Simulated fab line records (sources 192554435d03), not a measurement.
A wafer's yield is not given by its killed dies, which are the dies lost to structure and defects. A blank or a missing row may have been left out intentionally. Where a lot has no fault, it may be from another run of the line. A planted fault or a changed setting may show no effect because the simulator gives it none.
The tool behind it: which one? ; flow n5Finfet ; 30 wafers from 10 lots sampled at 6 of the route's 1938 steps

WHAT EACH GAUGE READ, for each wafer
No reading from a measuring or inspecting step in the record can be judged against a usual standard deviation.

WHICH TOOL RAN EACH LOT (tool, then ch and the chambers of the sampled wafers, then the start)
lot;N5_BEOL_M14_ETCH_38;N5_BEOL_M14_DEGAS_41;N5_BEOL_M14_SPUTTER_43;N5_BEOL_M14_SPUTTER_44;N5_BEOL_M14_CMP_49;N5_PASSIVATION_PROBE_49
L281;rieDiel-03 ch 0,2,3, day 11 14:01 or earlier;pvdSputter-02, day 11 14:01;pvdSputter-02, day 11 14:06;pvdSputter-02, day 11 14:11;cmp-04 ch 0,2,3, day 11 14:54;-
L282;rieDiel-02 ch 0,2,3, day 12 11:28 or earlier;pvdSputter-03, day 12 11:28;pvdSputter-03, day 12 11:32;pvdSputter-03, day 12 11:37;cmp-04 ch 0,2,3, day 12 12:22;-
L285;rieDiel-03 ch 1,3, day 12 23:52 or earlier;pvdSputter-03, day 12 23:52;pvdSputter-03, day 12 23:57;pvdSputter-03, day 13 00:02;cmp-02 ch 0,1,3, day 13 00:43;-
L288;rieDiel-02 ch 1,2, day 13 15:02 or earlier;pvdSputter-03, day 13 15:02;pvdSputter-03, day 13 15:07;pvdSputter-03, day 13 15:12;cmp-01 ch 0,2,3, day 13 15:58;-
L291;rieDiel-06 ch 1,2, day 15 01:04 or earlier;pvdSputter-02, day 15 01:04;pvdSputter-02, day 15 01:09;pvdSputter-02, day 15 01:14;cmp-02 ch 0,2,3, day 15 02:02;-
L293;rieDiel-06 ch 1,2, day 15 01:28 or earlier;pvdSputter-02, day 15 01:28;pvdSputter-02, day 15 01:33;pvdSputter-02, day 15 01:38;cmp-01 ch 0,1,2, day 15 02:21;-
L294;rieDiel-03 ch 0,3, day 15 15:30 or earlier;pvdSputter-02, day 15 15:30;pvdSputter-02, day 15 15:35;pvdSputter-02, day 15 15:40;cmp-02 ch 0,2, day 15 16:48;prober-01, day 16 13:43
L299;rieDiel-06 ch 0,1,3, day 16 07:40 or earlier;pvdSputter-03, day 16 07:40;pvdSputter-03, day 16 07:44;pvdSputter-03, day 16 07:49;cmp-04 ch 0,1,2, day 16 08:30;-
L301;rieDiel-03 ch 0,3, day 17 03:49 or earlier;pvdSputter-03, day 17 03:49;pvdSputter-03, day 17 03:54;pvdSputter-03, day 17 03:59;cmp-02 ch 0,1,3, day 17 04:44;-
L302;rieDiel-02 ch 0,1,2, day 17 03:49 or earlier;pvdSputter-01, day 17 03:49;pvdSputter-01, day 17 03:54;pvdSputter-01, day 17 03:59;cmp-04 ch 2,3, day 17 04:40;-
- N5_BEOL_M14_ETCH_38: etches SiCN in CF4/N2, target depth 106.5 nm, time 120.6 s.
- N5_BEOL_M14_DEGAS_41: time 60 s.
- N5_BEOL_M14_SPUTTER_43: material TaN, target thk 15 nm, time 24.19 s.
- N5_BEOL_M14_SPUTTER_44: material Ta, target thk 15 nm, time 24.19 s.
- N5_BEOL_M14_CMP_49: polishes, stops on SiO2, t overpolish 5.2 s, target thk 560 nm.
- N5_PASSIVATION_PROBE_49

WHAT THE TOOLS THEMSELVES READ (means of the sampled wafers that have a number; where no wafer has one, the mark that the record gives instead)
N5_BEOL_M14_ETCH_38.
lot;tool;biasW (W);drypumpMotorCurrentA (A);oesProductAu (a.u.);rfVppV (V);showerheadPlenumPTorr (Torr);throttleValvePct (%)
L281;rieDiel-03;70.05;5.9;0.75;382.6;2.20;15.44
L282;rieDiel-02;70.04;5.5;0.79;380.6;2.17;15.52
L285;rieDiel-03;69.84;5.5;0.72;383.8;2.28;15.50
L288;rieDiel-02;70.05;5.6;0.88;382.7;2.20;15.29
L291;rieDiel-06;70.08;5.7;0.93;382.5;2.23;15.36
L293;rieDiel-06;70.20;5.7;0.92;382.7;2.23;15.34
L294;rieDiel-03;69.89;5.7;0.75;381.9;2.17;15.55
L299;rieDiel-06;70.18;5.5;0.77;382.0;2.17;15.48
L301;rieDiel-03;70.12;5.7;0.74;380.8;2.17;15.58
L302;rieDiel-02;69.97;5.6;0.90;381.2;2.19;15.19

N5_BEOL_M14_DEGAS_41.
lot;tool;heaterPowerW (W)
L281;pvdSputter-02;426
L282;pvdSputter-03;418
L285;pvdSputter-03;410
L288;pvdSputter-03;496
L291;pvdSputter-02;460
L293;pvdSputter-02;428
L294;pvdSputter-02;425
L299;pvdSputter-03;439
L301;pvdSputter-03;448
L302;pvdSputter-01;450

N5_BEOL_M14_SPUTTER_43.
lot;tool;throttleValvePct (%)
L281;pvdSputter-02;30.4
L282;pvdSputter-03;29.9
L285;pvdSputter-03;29.7
L288;pvdSputter-03;29.2
L291;pvdSputter-02;29.8
L293;pvdSputter-02;29.9
L294;pvdSputter-02;30.2
L299;pvdSputter-03;30.4
L301;pvdSputter-03;29.2
L302;pvdSputter-01;30.1

N5_BEOL_M14_SPUTTER_44.
lot;tool;throttleValvePct (%)
L281;pvdSputter-02;30.4
L282;pvdSputter-03;29.7
L285;pvdSputter-03;29.8
L288;pvdSputter-03;29.5
L291;pvdSputter-02;29.8
L293;pvdSputter-02;30.0
L294;pvdSputter-02;30.4
L299;pvdSputter-03;30.3
L301;pvdSputter-03;29.1
L302;pvdSputter-01;30.1

N5_BEOL_M14_CMP_49.
lot;tool;barrierFieldEndpointS (s);motorCurrentA (A)
L281;cmp-04;11.0;7.2
L282;cmp-04;11.5;7.2
L285;cmp-02;11.8;7.6
L288;cmp-01;11.6;7.6
L291;cmp-02;11.3;7.8
L293;cmp-01;11.6;7.7
L294;cmp-02;12.1;8.0
L299;cmp-04;11.3;7.5
L301;cmp-02;11.3;7.8
L302;cmp-04;11.1;6.8

N5_PASSIVATION_PROBE_49.
lot;tool;defectLimitedYield (%);killed_at_M0_to_M3;killed_at_M4_up;killedAtContacts;killedAtFrontEnd;killedAtOther;killedDies;killedOpen;killedShort;sort_bin_5_function (%);sort_bin_6_memory (%);sortNPass;sortYieldPct (%)
L294;prober-01;91.3;33;13;10;43;3.3;102;63;40;5.3;3.1;1078;91.3

THE ANSWER, worked out from the rows above alone
Rule: the lots themselves supply what counts as usual. The widest of any qualifying gaps counts: lots, ordered by their means at a reading, are off when they make up no more than a third of the lots, leave a main group of 4 or more, and stand apart from it by 3 or more times the standard deviation of that group's means. Not used: any main group whose means are identical at the precision the tables above print for the reading. A lot without any number at a reading at which 4 lots or more have one is off too. Any other lot the step has rows for is counted as sound. The gauges are gone through in route order, then the tools' own readings, and for those a lot's mean is taken as printed above. At the first step where some lot is off, the reading lying furthest off is the one used; lots without a number count as furthest.
None of the lots is off at any reading shown; this tells nothing.

WHAT THE SIMULATOR HAD INSERTED
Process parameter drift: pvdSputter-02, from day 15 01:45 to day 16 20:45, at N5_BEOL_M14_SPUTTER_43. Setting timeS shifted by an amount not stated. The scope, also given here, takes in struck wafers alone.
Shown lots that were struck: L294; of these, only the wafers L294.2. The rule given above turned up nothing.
